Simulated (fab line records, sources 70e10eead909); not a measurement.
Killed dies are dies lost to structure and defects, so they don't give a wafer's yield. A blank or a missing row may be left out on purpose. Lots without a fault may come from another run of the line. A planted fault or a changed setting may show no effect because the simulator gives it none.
Chamber matching | flow nand_harc | NHARC_P_M0_PRE_CLEAN_31 on pecvd-03: 3 sister chambers
The step time 12 s. 22 wafers are shown with their chamber, then 11 later ones without.

WAFERS WITH THEIR CHAMBER
wafer  | chamber | heater_power_w (W) | susceptor_temp_C (C)
L075.2 | 0       | 718                | 370.37
L075.3 | 1       | 669                | 369.65
L075.5 | 0       | 729                | 370.53
L076.2 | 1       | 619                | 370.26
L076.4 | 0       | 657                | 369.80
L076.6 | 2       | 648                | 369.78
L079.2 | 2       | 724                | 369.90
L079.3 | 0       | 718                | 369.96
L079.4 | 1       | 613                | 370.10
L080.2 | 0       | 696                | 369.95
L080.3 | 1       | 648                | 369.68
L080.5 | 1       | 660                | 369.67
L083.1 | 0       | 715                | 369.81
L083.3 | 1       | 652                | 370.36
L083.6 | 2       | 755                | 370.01
L085.1 | 1       | 637                | 370.13
L085.2 | 2       | 653                | 369.71
L085.4 | 1       | 647                | 370.04
L086.1 | 2       | 630                | 370.21
L086.3 | 0       | 716                | 370.13
L086.6 | 2       | 634                | 369.58
L088.2 | 2       | 759                | 369.96

SIGNATURES (means of the wafers above)
reading          | chamber 0 | chamber 1 | chamber 2 | scatter within a chamber
heater_power_w   | 707.00    | 643.12    | 686.14    | 37
susceptor_temp_C | 370.0786  | 369.9862  | 369.8786  | 0.261
Rule: a wafer's distance from a chamber is the root of the sum, over the readings, of the square of ((its reading less the chamber's mean) divided by the reading's scatter). The wafer belongs to the nearest chamber; if the next one is less than 2 further off, it can't be placed. The scatter: the root of (the sum of the squares of (reading less its chamber's mean) over the shown wafers, divided by (wafers less chambers)).

WAFERS WITHOUT THEIR CHAMBER
wafer  | heater_power_w (W) | susceptor_temp_C (C)
L088.4 | 711                | 370.03
L088.5 | 742                | 370.31
L090.2 | 748                | 369.95
L090.5 | 740                | 369.99
L090.6 | 742                | 370.06
L091.1 | 621                | 370.31
L091.3 | 760                | 369.92
L091.6 | 740                | 369.57
L095.1 | 601                | 369.97
L095.3 | 738                | 370.17
L095.4 | 693                | 369.82

WHICH CHAMBER EACH WENT THROUGH
wafer  | from the rows above          | in truth
L088.4 | can't be placed: 0 or 2 or 1 | 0
L088.5 | can't be placed: 0 or 2 or 1 | 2
L090.2 | can't be placed: 0 or 2 or 1 | 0
L090.5 | can't be placed: 0 or 2 or 1 | 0
L090.6 | can't be placed: 0 or 2 or 1 | 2
L091.1 | can't be placed: 1 or 2 or 0 | 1
L091.3 | can't be placed: 0 or 2 or 1 | 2
L091.6 | can't be placed: 2 or 0 or 1 | 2
L095.1 | can't be placed: 1 or 2 or 0 | 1
L095.3 | can't be placed: 0 or 2 or 1 | 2
L095.4 | can't be placed: 2 or 0 or 1 | 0
Placed correctly: 0 of 11. Can't be placed from these rows: 11 (the true chamber is among the candidates in 11). Placed wrongly: 0.
